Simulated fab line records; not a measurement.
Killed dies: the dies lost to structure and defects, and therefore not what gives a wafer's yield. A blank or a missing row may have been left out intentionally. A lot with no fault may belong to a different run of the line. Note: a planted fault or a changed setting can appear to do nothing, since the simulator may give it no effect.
fab line records | flow n5-finfet
record: lots: 4 | wafers: 12 | last-day: 17
route steps=1938 shown FIN_CUT@161 STI_FIN_REVEAL@183 BEOL_M4@1111 PASSIVATION@1936
lots that met no fault: taken from a fault-free run of the same line
start-h: hours from the record's opening day to when the first of the lot's shown wafers began | wait-h: hours from the lot's prior step to this one | " same as the row above | L1.1+2: a row that stands for several wafers | - value missing, or start not given | * or withheld: withheld | < > ~ a bound
route shown NAME@n: NAME is a module with steps in the file, n the number in the route of the first one | usual: mean/standard deviation taken from wafers without a fault | same: alike in all rows | chamber/n: place in a boat | sites: per-site readings | _std_site: the standard deviation of these | _edge_site: mean of outer sites minus mean of inner sites | radius-mm: how far each site lies from the wafer's centre | mask NAME#n: copy n | behind: tool/chamber where the wafer was last shaped | hold: reason for holding the lot/hours on hold/outcome of the hold | device: transistor that didn't switch, given as n, p or np | end of line: the tests these same wafers got at the end of their route | a step without rows: its recipe alone | killed: dies lost to structure and defects at the first sort, not the wafer's yield | map: a wafer's dies, x killed, . not, _ none there
set.NAME: the setting that was run; set.NAME@STEP: the one run at that earlier step | model.NAME: the simulator's own value behind a step, which no gauge read
certain route steps with their lots: each step a table, each wafer a row
services: the hour from which a tool's chamber was out of use, counted from the record's first day as start-h (under 0 if before that day), plus the number of hours and why
== steps ==
step: N5_FIN_CUT_PEB_06
recipe: peb-temp-c: 100 | peb-time-s: 60 | resist: CAR-EUV
step: N5_FIN_CUT_DEVELOP_07
recipe: develop-time-s: 30 | developer: TMAH | resist: CAR-EUV | rinse-liquid: surfactant-rinse | dry: air-spin | dev-temp-c: 23
step: N5_FIN_CUT_DESCUM_13
recipe: chemistry: O2 | time-s: 7 | source-power-w: 50 | bias-power-w: 20 | pressure-mtorr: 20 | rf-frequency-hz: 2.712e+07 | temp-c: 40 | resist: CAR-EUV | o2-flow-sccm: 225
step: N5_FIN_CUT_ETCH_30
recipe: chemistry: N2/H2 | target: underlayer | target-depth-a: 130 | mask-material: CAR-EUV | time-s: 10.4 | ion-energy-ev: 200 | pressure-mtorr: 30 | source-w: 840 | bias-w: 150 | n2-flow-sccm: 200 | h2-flow-sccm: 200 | ends: cleared
step: N5_FIN_CUT_ETCH_20
recipe: chemistry: CF4 | target: SiARC | target-depth-a: 260 | mask-material: CAR-EUV | time-s: 43.3 | ion-energy-ev: 80 | pressure-mtorr: 40 | source-w: 545 | bias-w: 36 | Ar_flow_sccm: 100 | cf4-flow-sccm: 100 | ends: cleared
step: N5_FIN_CUT_ETCH_21
recipe: chemistry: N2/H2 | target: SOC | target-depth-a: 2190 | overetch-a: 438 | mask-material: SiARC | temp-c: 40 | ion-energy-ev: 100 | bias-w: 61 | time-s: 523.5 | pressure-mtorr: 30 | source-w: 850 | n2-flow-sccm: 200 | h2-flow-sccm: 200
step: N5_FIN_CUT_STRIP_23
recipe: chemistry: N2/H2 | temp-c: 40 | n2-flow-sccm: 200 | h2-flow-sccm: 200 | rf-frequency-hz: 6e+07
step: N5_FIN_CUT_STRIP_31
recipe: chemistry: N2/H2 | temp-c: 40 | n2-flow-sccm: 200 | h2-flow-sccm: 200 | rf-frequency-hz: 6e+07
step: N5_FIN_CUT_STRIP_24
recipe: chemistry: CF4 | resist: SiARC | power-w: 300 | bias-power-w: 75 | pressure-mtorr: 50 | cf4-flow-sccm: 150 | rf-frequency-hz: 6e+07
step: N5_FIN_CUT_CUT_ETCH_26
recipe: chemistry: CH3F/O2 | target: SiNx | target-depth-a: 390 | mask-material: SOC | time-s: 55.7 | pressure-mtorr: 30 | source-w: 395 | bias-w: 73 | Ar_flow_sccm: 150 | CH3F_flow_sccm: 30 | O2_flow_sccm: 20 | ion-energy-ev: 120
usual: CH3F_flow_sccm: 30.01/0.088 | drypump-motor-current-A: 5.6/0.46 | oes_f_703_au: 0.80/0.083 | oes-product-au: 0.81/0.093 | rf-vpp-V: 299/9.7 | showerhead-plenum-p-Torr: 2.06/0.069 | throttle-valve-pct: 16.29/0.25
lot.wafer | tool        | chamber | start-h | wait-h | CH3F_flow_sccm | drypump-motor-current-A | oes_f_703_au | oes-product-au | rf-hours-counter-h | rf-vpp-V | showerhead-plenum-p-Torr | throttle-valve-pct
L237.2    | rie-diel-03 | 2       | 46.10   | 0.0    | 30.06          | 5.7                     | 0.91         | 0.96           | 12                 | 301      | 2.12                     | 16.01
L237.3    | "           | 0       | "       | "      | 30.00          | 6.1                     | 0.70         | 0.68           | 241                | 296      | 1.97                     | 16.69
L237.6    | "           | 1       | "       | "      | 30.10          | 5.3                     | 0.85         | 0.90           | -                  | 313      | 2.13                     | 16.21
L242.1    | rie-diel-03 | 0       | 78.60   | 0.0    | 30.07          | 6.1                     | 0.70         | 0.67           | 250                | 297      | 1.97                     | 16.71
L242.5    | "           | 3       | "       | "      | 30.12          | 5.2                     | 0.71         | 0.69           | -                  | 294      | 1.99                     | 16.55
L242.6    | "           | 2       | "       | "      | 30.01          | 5.7                     | 0.89         | 0.91           | -                  | 300      | 2.12                     | 16.04
L243.1    | rie-diel-03 | 1       | 85.31   | 0.0    | 30.01          | 5.3                     | 0.83         | 0.87           | 28                 | 314      | 2.13                     | 16.24
L243.3    | "           | 3       | "       | "      | 30.10          | 5.2                     | 0.70         | 0.69           | 205                | 293      | 1.99                     | 16.54
L243.5    | "           | 1       | "       | "      | 30.07          | 5.3                     | 0.82         | 0.87           | -                  | 315      | 2.13                     | 16.22
L255.1    | rie-diel-03 | 2       | 154.51  | 0.0    | 29.98          | 5.7                     | 0.84         | 0.87           | 48                 | 301      | 2.11                     | 16.08
L255.3    | "           | 3       | "       | "      | 29.99          | 5.2                     | 0.70         | 0.69           | 230                | 292      | 1.98                     | 16.61
L255.6    | "           | 0       | "       | "      | 30.14          | 6.1                     | 0.97         | 0.96           | -                  | 296      | 1.96                     | 16.25
step: N5_FIN_CUT_CUT_ETCH_27
recipe: chemistry: CHF3/O2 | target: SiO2 | target-depth-a: 40 | mask-material: SOC | overetch-a: 20 | time-s: 4.9 | pressure-mtorr: 30 | source-w: 650 | bias-w: 170 | Ar_flow_sccm: 200 | CHF3_flow_sccm: 50 | O2_flow_sccm: 5 | ion-energy-ev: 200
step: N5_FIN_CUT_PRECLEAN_35
recipe: time-s: 13.3 | temp-c: 45 | pressure-torr: 125 | p-hf-torr: 3 | p-coreactant-torr: 25 | chemistry: vHF
step: N5_FIN_CUT_CUT_ETCH_15
recipe: chemistry: HBr/Cl2/O2 | target: Si | target-depth-a: 1000 | bt-time-s: 10 | mask-material: SOC | time-s: 42.4 | ion-energy-ev: * | bias-w: * | pressure-mtorr: 10 | icp-w: 800 | HBr_flow_sccm: 150 | Cl2_flow_sccm: 80 | O2_flow_sccm: 12
step: N5_FIN_CUT_CUT_ETCH_28
recipe: chemistry: HBr/Cl2/O2 | target: Si | target-depth-a: 60 | mask-material: SOC | time-s: 2.4 | ion-energy-ev: * | bias-w: * | pressure-mtorr: 10 | icp-w: 800 | HBr_flow_sccm: 150 | Cl2_flow_sccm: 80 | O2_flow_sccm: 12
step: N5_FIN_CUT_STRIP_22
recipe: chemistry: N2/H2 | power-w: 500 | temp-c: 40 | pressure-mtorr: 50 | rf-frequency-hz: 6e+07 | overash-fraction: 0.3 | bias-power-w: 8 | h2-frac: 0.5 | n2-flow-sccm: 300 | h2-flow-sccm: 300
step: N5_FIN_CUT_PRECLEAN_36
recipe: chemistry: O3/DIW | time-s: 60 | temp-c: 22 | o3-ppm: 10
step: N5_FIN_CUT_SRD_32
recipe: dry: ipa-marangoni | time-s: 30 | temp-c: 23 | rinse-liquid: diw
step: N5_FIN_CUT_UV_OZONE_34
recipe: time-s: 120 | pressure-torr: 760 | temp-c: 25
step: N5_FIN_CUT_INSPECT_17
recipe: inspect-instrument: brightfield | mode: aei
usual: raw-defect-count: 231/63
lot.wafer | tool              | chamber | start-h | wait-h | raw-defect-count
L237.2    | defect-inspect-01 | -       | 46.59   | 0.0    | 265
L237.3    | "                 | -       | "       | "      | 197
L237.6    | "                 | -       | "       | "      | 219
L242.1    | defect-inspect-02 | -       | 79.07   | 0.0    | 1218
L242.5    | "                 | -       | "       | "      | 966
L242.6    | "                 | -       | "       | "      | 1152
L243.1    | defect-inspect-01 | -       | 85.86   | 0.0    | 1130
L243.3    | "                 | -       | "       | "      | 1076
L243.5    | "                 | -       | "       | "      | 1097
L255.1    | defect-inspect-01 | -       | 155.00  | 0.0    | 158
L255.3    | "                 | -       | "       | "      | 215
L255.6    | "                 | -       | "       | "      | 167
step: N5_STI_FIN_REVEAL_ALD_00
recipe: material: SiO2 | target-thk-a: 10 | temp-c: 300 | ald-precursor-family: BDEAS | ald-co-reactant: O2-plasma | pulse-time-s: 1 | pressure-torr: 2
step: N5_BEOL_M4_RC_MEAS_101
usual: DIBL_N: 36.2/2.2 | DIBL_P: 36.1/2.8 | IOFF_N: 0.16/0.041 | IOFF_P: 0.21/0.047 | ION_N: 676/16 | ION_P: 463/11 | SS_N: 71.6/0.78 | SS_P: 73.3/0.86 | VT_N: 249/3.8 | VT_P: -251/3.9
lot.wafer | tool      | chamber | start-h | wait-h | DIBL_N[mV/V] | DIBL_P[mV/V] | IOFF_N[nA/um] | IOFF_P[nA/um] | ION_N[uA/um] | ION_P[uA/um] | SS_N[mV/dec] | SS_P[mV/dec] | VT_N[mV] | VT_P[mV]
L237.2    | prober-02 | 0       | 202.99  | 0.2    | 38.7         | 39.4         | 0.19          | 0.26          | 674          | 460          | 72.1         | 74.6         | 249      | -250
L237.3    | "         | 0       | "       | "      | 38.1         | 37.3         | 0.19          | 0.22          | 684          | 461          | 72.0         | 74.0         | 246      | -250
L237.6    | "         | 0       | "       | "      | 36.3         | 36.4         | 0.16          | 0.22          | 671          | 467          | 71.3         | 73.2         | 248      | -248
L242.1    | prober-01 | 0       | 222.97  | 0.0    | 37.5         | 39.4         | 0.19          | 0.28          | 709          | 488          | 71.6         | 74.2         | 246      | -245
L242.5    | "         | 0       | "       | "      | 35.8         | 36.0         | 0.15          | 0.22          | 690          | 478          | 70.6         | 74.0         | 251      | -247
L242.6    | "         | 0       | "       | "      | 40.3         | 41.0         | 0.25          | 0.31          | 690          | 472          | 72.3         | 74.6         | 245      | -245
L243.1    | prober-02 | 0       | 237.02  | 0.0    | 34.7         | 35.5         | 0.13          | 0.21          | 680          | 474          | 70.5         | 72.8         | 251      | -250
L243.3    | "         | 0       | "       | "      | 34.8         | 34.6         | 0.12          | 0.19          | 659          | 458          | 71.5         | 73.0         | 254      | -254
L243.5    | "         | 0       | "       | "      | 32.1         | 31.3         | 0.09          | 0.15          | 645          | 456          | 71.0         | 71.8         | 256      | -254
L255.1    | prober-01 | 0       | 305.70  | 0.2    | 33.2         | 34.3         | 0.12          | 0.18          | 661          | 462          | 72.2         | 71.9         | 253      | -251
L255.3    | "         | 0       | "       | "      | 33.6         | 34.9         | 0.13          | 0.19          | 653          | 458          | 71.1         | 72.3         | 251      | -251
L255.6    | "         | 0       | "       | "      | 36.0         | 37.9         | 0.18          | 0.24          | 675          | 458          | 71.7         | 73.6         | 246      | -249
step: N5_PASSIVATION_PROBE_49
usual: defect-limited-yield: 91.4/1.4 | killed_at_M0_to_M3: 33/10 | killed_at_M4_up: 14/6.1 | killed-at-contacts: 14/6.1 | killed-at-front-end: 38/9.7 | killed-at-other: 3.1/2.9 | killed-dies: 102/17 | killed-on-rim: 14/4.1 | killed-open: 67/13 | killed-short: 32/8 | sort_bin_5_function: 5.1/0.94 | sort_bin_6_memory: 3.2/0.68 | sort_bin_8_speed: 0.02/0.17 | sort-n-pass: 1078/17 | sort-yield-pct: 91.3/1.5
same: gross-dies: 1180 | killed-at-back-side: 0 | sort_bin_4_leakage[%]: 0
lot.wafer | tool      | chamber | start-h | wait-h | defect-limited-yield[%] | killed_at_M0_to_M3 | killed_at_M4_up | killed-at-contacts | killed-at-front-end | killed-at-other | killed-dies | killed-on-rim | killed-open | killed-short | sort_bin_5_function[%] | sort_bin_6_memory[%] | sort_bin_8_speed[%] | sort-n-pass | sort-yield-pct[%]
L237.2    | prober-02 | -       | 306.70  | 0.1    | 94.1                    | 22                 | 2               | 13                 | 31                  | 2               | 70          | 9             | 51          | 18           | 3.9                    | 1.8                  | 0                   | 1110        | 94.1
L237.3    | prober-02 | -       | 306.75  | 0.1    | 91.8                    | 23                 | 10              | 17                 | 44                  | 3               | 97          | 10            | 62          | 34           | 5.7                    | 2.3                  | 0                   | 1083        | 91.8
L237.6    | prober-02 | -       | 306.90  | 0.3    | 91.4                    | 20                 | 8               | 17                 | 56                  | 1               | 102         | 10            | 65          | 36           | 5.5                    | 2.7                  | 0                   | 1078        | 91.4
L242.1    | prober-01 | -       | 330.55  | 0.0    | 87.3                    | 15                 | 15              | 16                 | 100                 | 4               | 150         | 30            | 64          | 20           | 7.8                    | 3.0                  | 0                   | 1030        | 87.3
L242.5    | prober-01 | -       | 330.75  | 0.2    | 81.7                    | 25                 | 10              | 15                 | 158                 | 8               | 216         | 30            | 79          | 26           | 10.3                   | 4.7                  | 0                   | 964         | 81.7
L242.6    | prober-01 | -       | 330.80  | 0.3    | 83.6                    | 25                 | 11              | 13                 | 142                 | 3               | 194         | 27            | 62          | 20           | 8.6                    | 4.1                  | 0                   | 986         | 83.6
L243.1    | prober-02 | -       | 342.02  | 0.0    | 81.5                    | 21                 | 9               | 12                 | 175                 | 1               | 218         | 9             | 43          | 35           | 11.3                   | 3.6                  | 0                   | 962         | 81.5
L243.3    | prober-02 | -       | 342.12  | 0.1    | 81.4                    | 15                 | 13              | 16                 | 173                 | 2               | 219         | 35            | 65          | 29           | 11.4                   | 4.9                  | 0                   | 961         | 81.4
L243.5    | prober-02 | -       | 342.22  | 0.2    | 80.9                    | 24                 | 19              | 5                  | 175                 | 2               | 225         | 11            | 56          | 32           | 11.7                   | 4.2                  | 0.08                | 954         | 80.8
L255.1    | prober-01 | -       | 415.93  | 0.0    | 89.4                    | 38                 | 12              | 16                 | 54                  | 5               | 125         | 19            | 89          | 35           | 6.9                    | 3.4                  | 0                   | 1055        | 89.4
L255.3    | prober-01 | -       | 416.03  | 0.1    | 92.5                    | 32                 | 6               | 13                 | 34                  | 3               | 88          | 15            | 51          | 37           | 3.6                    | 3.6                  | 0                   | 1092        | 92.5
L255.6    | prober-01 | -       | 416.18  | 0.3    | 91.7                    | 23                 | 20              | 8                  | 45                  | 2               | 98          | 16            | 66          | 31           | 4.1                    | 4.1                  | 0                   | 1082        | 91.7
killed by level:class
L237.2 MOL_CONTACT_COAG:geometric-particle:open=11 STI_FIN_REVEAL:geometric-particle:open=9 BEOL_M3:geometric-particle:open=8 FIN_SAQP:geometric-particle:short=6 STARTING-WAFER:geometric-particle:open=5 BEOL_M0_SAQP:geometric-particle:open=5 DUMMY_GATE:geometric-particle:open=4 FIN_SAQP:geometric-particle:open=3
L237.3 STI_FIN_REVEAL:geometric-particle:open=13 MOL_CONTACT_COAG:geometric-particle:open=12 STARTING-WAFER:geometric-particle:short=7 FIN_SAQP:geometric-particle:open=6 BEOL_M3:geometric-particle:open=5 MOL_CONTACT_COAG:geometric-particle:short=5 BEOL_M2:geometric-particle:open=5 FIN_SAQP:geometric-particle:short=4
L237.6 STI_FIN_REVEAL:geometric-particle:open=14 FIN_SAQP:geometric-particle:open=12 MOL_CONTACT_COAG:geometric-particle:open=12 FIN_SAQP:geometric-particle:short=8 STARTING-WAFER:geometric-particle:short=6 STI_FIN_REVEAL:geometric-particle:short=5 MOL_CONTACT_COAG:geometric-particle:short=5 BEOL_M0_SAQP:geometric-particle:short=4
L242.1 FIN_CUT:unspecified=57 MOL_CONTACT_COAG:geometric-particle:open=14 STI_FIN_REVEAL:geometric-particle:open=13 DUMMY_GATE:geometric-particle:open=8 HKMG_FIN:area-etch=7 BEOL_M0_SAQP:geometric-particle:open=5 BEOL_M4:geometric-particle:open=5 STI_FIN_REVEAL:geometric-particle:short=4
L242.5 FIN_CUT:unspecified=101 STI_FIN_REVEAL:geometric-particle:open=17 MOL_CONTACT_COAG:geometric-particle:open=14 HKMG_FIN:area-etch=10 DUMMY_GATE:geometric-particle:open=8 BEOL_M0_SAQP:geometric-particle:open=7 BEOL_M2:geometric-particle:open=7 BEOL_M0_SAQP:geometric-particle:short=5
L242.6 FIN_CUT:unspecified=112 STI_FIN_REVEAL:geometric-particle:open=18 BEOL_M2:geometric-particle:open=9 MOL_CONTACT_COAG:geometric-particle:open=7 MOL_CONTACT_COAG:geometric-particle:short=6 DUMMY_GATE:geometric-particle:open=4 BEOL_M0_SAQP:geometric-particle:open=4 BEOL_M0:geometric-particle:open=4
L243.1 FIN_CUT:unspecified=139 MOL_CONTACT_COAG:geometric-particle:open=9 DUMMY_GATE:geometric-particle:open=6 FIN_SAQP:geometric-particle:short=5 GATE_CUT:geometric-particle:short=5 BEOL_M4:geometric-particle:open=5 FIN_SAQP:geometric-particle:open=4 STI_FIN_REVEAL:geometric-particle:open=4
L243.3 FIN_CUT:unspecified=117 STI_FIN_REVEAL:geometric-particle:open=13 MOL_CONTACT_COAG:geometric-particle:open=12 FIN_SAQP:geometric-particle:open=8 FIN_SAQP:geometric-particle:short=5 GATE_CUT:geometric-particle:open=5 BEOL_M1:geometric-particle:open=5 BEOL_M4:geometric-particle:open=5
L243.5 FIN_CUT:unspecified=133 FIN_SAQP:geometric-particle:open=13 GATE_CUT:geometric-particle:short=10 BEOL_M4:geometric-particle:open=9 BEOL_M0_SAQP:geometric-particle:open=6 MOL_CONTACT_COAG:geometric-particle:open=5 BEOL_M1:geometric-particle:open=4 BEOL_M4:geometric-particle:short=4
L255.1 STI_FIN_REVEAL:geometric-particle:open=16 MOL_CONTACT_COAG:geometric-particle:open=15 BEOL_M3:geometric-particle:open=14 FIN_SAQP:geometric-particle:open=10 BEOL_M0_SAQP:geometric-particle:open=8 BEOL_M0_SAQP:geometric-particle:short=5 BEOL_M5:geometric-particle:open=5 STARTING-WAFER:geometric-particle:short=5
L255.3 BEOL_M3:geometric-particle:open=10 STI_FIN_REVEAL:geometric-particle:open=9 MOL_CONTACT_COAG:geometric-particle:open=9 BEOL_M0_SAQP:geometric-particle:open=7 BEOL_M0_SAQP:geometric-particle:short=6 DUMMY_GATE:geometric-particle:open=4 MOL_CONTACT_COAG:geometric-particle:short=4 BEOL_M1:geometric-particle:open=4
L255.6 FIN_SAQP:geometric-particle:short=12 STI_FIN_REVEAL:geometric-particle:open=9 BEOL_M3:geometric-particle:open=8 ILD0:geometric-particle:open=7 MOL_CONTACT_COAG:geometric-particle:open=7 BEOL_M0_SAQP:geometric-particle:open=6 BEOL_M4:geometric-particle:open=6 FIN_SAQP:geometric-particle:open=4
map L242.5 (x killed, . not)
_________________......x.....________________
______________.................._____________
___________..........x......x....x.__________
__________.........x......x........._________
________..........x..........x.x..x..._______
_______...........................x....______
______......x..........xx.....x......x.._____
_____..........x.........................____
____..x......x...........x..........x.....___
___..........x.....x..x.................x..__
___..x......x.......................x......__
__.x.......x..x.x.......xxx....x.........x.._
__..........x..x..x................x........_
_.......x...x.........x......................
_.x............x......x.........x..x.........
_x.....x...xx.......x..x.........x....x..x...
_.....................x...x...x.x............
_.....x..x...x...................x..x........
_.x.................x.x.........x..x.x...x...
_.x.........x............................x.x.
_.x..............x.............x........x..x.
__...........................x..x..........._
__..x...........x...............x..........._
___...x.......x..x......x..x.....x.........__
___x........xxxxx.x.......................x__
____.....xxxxxxxxx..xx..................x.___
_____.x....xxxxxxxxx.x....x......x.......____
______...xxxxxxxxxxxx.x.........x...x..._____
_______x.xxxxxxxxxxxxxxx.........x.....______
________.xxxxxxxxxxxxx..........x.x..._______
__________xxxxxxxxxx..xx............_________
___________xxxxxxxxxxx.xx....x.....__________
______________xxxxxxx....xx...xx_____________
_________________xxx.....x..x________________
map L243.5 (x killed, . not)
_________________............________________
______________......x.........x._____________
___________........................__________
__________............x.....x.x....._________
________.............................._______
_______....x...........................______
______................................x._____
_____................x........x..........____
____....x....x..x.....x...............x...___
___.x.........x...x...........x.....x......__
___xx..x..............x.......xx..x..x.....__
__................x.........x...x..........._
__...............x.xx..x......x....x........_
_x............x.xx.x.xxxx.x...x.....x..x.x...
_.........x...xxxxxxxxxx.x....x....x.........
_.......x......xxxxxxxxxx.x...x..............
_..............xxxxxxxxxxxxx...x.....x.......
_.......x..xx.xxxxxxxxxxxxx.x..............x.
_....x..x....xxxxxxxxxxxxxx..x.x.............
_...........x.xxxxxxxxxxxxx...............x..
_..x...x.....x.xxxxxxxxxxxxx.x...............
__..............xxxxxxxxxx.xx.....x........._
__..x......x.xxx.xxxxxxxxxxx.x.............._
___x.x..x............xxxxx............xx...__
___...............x..xx....................__
____....xx........x......xxx..x...........___
_____.............xx..x...x..............____
______......xx..............x..........._____
_______................................______
________x..........................x.._______
__________............x............._________
___________x....x........x......x..__________
______________.................._____________
_________________.......x....________________
== services ==
tool        | chamber | start-h | hours | kind
rie-diel-03 | 1       | 35.95   | 5.7   | repair
rie-diel-03 | 0       | 106.18  | 2.4   | repair
rie-diel-03 | 0       | 108.61  | -     | clean
rie-diel-03 | 0       | 108.61  | -     | consumable-replace:focus-ring
rie-diel-03 | 0       | 108.61  | 27.6  | scheduled-down
rie-diel-03 | 0       | 108.61  | 27.6  | vent-cycle
== key ==
first-sign: step: N5_FIN_CUT_INSPECT_17 | reading: raw-defect-count | direction: up | sigmas: 14 | usual: 231 | struck: 1106
effect: step: N5_PASSIVATION_PROBE_49 | reading: killed-at-front-end | direction: up | sigmas: 12 | usual: 38 | struck: 154
more-kills-born-at: N5_FIN_CUT_CUT_ETCH_26@rie-diel-03: 659
met-at N5_FIN_CUT_CUT_ETCH_26
struck-wafers L242.1,L242.5,L242.6,L243.1,L243.3,L243.5
baseline-loss: step: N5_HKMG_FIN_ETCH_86 | wafers: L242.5
onset-between 46.10 78.60
fault: kind: chamber-particle-source | tool: rie-diel-03 | chamber: - | onset-h: 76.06 | steps: N5_FIN_CUT_CUT_ETCH_26 | rate-per-visit-cm2: 1.2725 | end-h: 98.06
baseline-loss: these wafers lose ten dies or more at that step, a loss of the line's own and not of a fault; the sort's usual values leave them out
